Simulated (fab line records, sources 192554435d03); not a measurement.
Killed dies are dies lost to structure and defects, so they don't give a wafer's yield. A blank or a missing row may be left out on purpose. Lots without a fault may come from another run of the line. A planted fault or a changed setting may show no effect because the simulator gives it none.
Chamber matching | flow n5_finfet | N5_HKMG_FIN_DESCUM_17 on rie_diel-02: 4 sister chambers
The step chemistry O2, time 7.9 s. 16 wafers are shown with their chamber, then 8 later ones without.

WAFERS WITH THEIR CHAMBER
wafer  | chamber | showerhead_plenum_p_Torr (Torr) | throttle_valve_pct (%) | drypump_motor_current_A (A)
L077.1 | 3       | 2.16                            | 20.23                  | 5.7
L077.3 | 2       | 1.98                            | 20.60                  | 5.9
L077.5 | 1       | 2.02                            | 20.23                  | 5.6
L078.2 | 0       | 2.08                            | 20.17                  | 5.3
L078.4 | 1       | 2.02                            | 20.22                  | 5.6
L078.5 | 3       | 2.16                            | 20.22                  | 5.6
L079.1 | 2       | 1.98                            | 20.62                  | 5.9
L079.2 | 0       | 2.08                            | 20.20                  | 5.3
L079.6 | 3       | 2.16                            | 20.23                  | 5.7
L081.3 | 1       | 2.02                            | 20.23                  | 5.7
L081.4 | 3       | 2.16                            | 20.25                  | 5.6
L081.5 | 0       | 2.08                            | 20.19                  | 5.3
L082.2 | 1       | 2.01                            | 20.23                  | 5.6
L082.3 | 2       | 1.98                            | 20.62                  | 5.9
L082.5 | 1       | 2.01                            | 20.25                  | 5.6
L086.3 | 2       | 1.98                            | 20.64                  | 5.9

SIGNATURES (means of the wafers above)
reading                  | chamber 0 | chamber 1 | chamber 2 | chamber 3 | scatter within a chamber
showerhead_plenum_p_Torr | 2.0800    | 2.0160    | 1.9800    | 2.1600    | 0.00316
throttle_valve_pct       | 20.1867   | 20.2320   | 20.6200   | 20.2325   | 0.0136
drypump_motor_current_A  | 5.300     | 5.620     | 5.900     | 5.650     | 0.0387
Rule: a wafer's distance from a chamber is the root of the sum, over the readings, of the square of ((its reading less the chamber's mean) divided by the reading's scatter). The wafer belongs to the nearest chamber; if the next one is less than 2 further off, it can't be placed. The scatter: the root of (the sum of the squares of (reading less its chamber's mean) over the shown wafers, divided by (wafers less chambers)).

WAFERS WITHOUT THEIR CHAMBER
wafer  | showerhead_plenum_p_Torr (Torr) | throttle_valve_pct (%) | drypump_motor_current_A (A)
L086.4 | 2.08                            | 20.21                  | 5.3
L086.5 | 2.01                            | 20.25                  | 5.7
L092.2 | 2.15                            | 20.28                  | 5.6
L092.5 | 1.97                            | 20.65                  | 5.9
L092.6 | 2.15                            | 20.27                  | 5.7
L095.2 | 2.07                            | 20.24                  | 5.3
L095.3 | 2.01                            | 20.28                  | 5.7
L095.5 | 2.01                            | 20.27                  | 5.7

WHICH CHAMBER EACH WENT THROUGH
wafer  | from the rows above | in truth
L086.4 | 0                   | 0
L086.5 | 1                   | 1
L092.2 | 3                   | 3
L092.5 | 2                   | 2
L092.6 | 3                   | 3
L095.2 | 0                   | 0
L095.3 | 1                   | 1
L095.5 | 1                   | 1
Placed correctly: 8 of 8. Can't be placed from these rows: 0. Placed wrongly: 0.
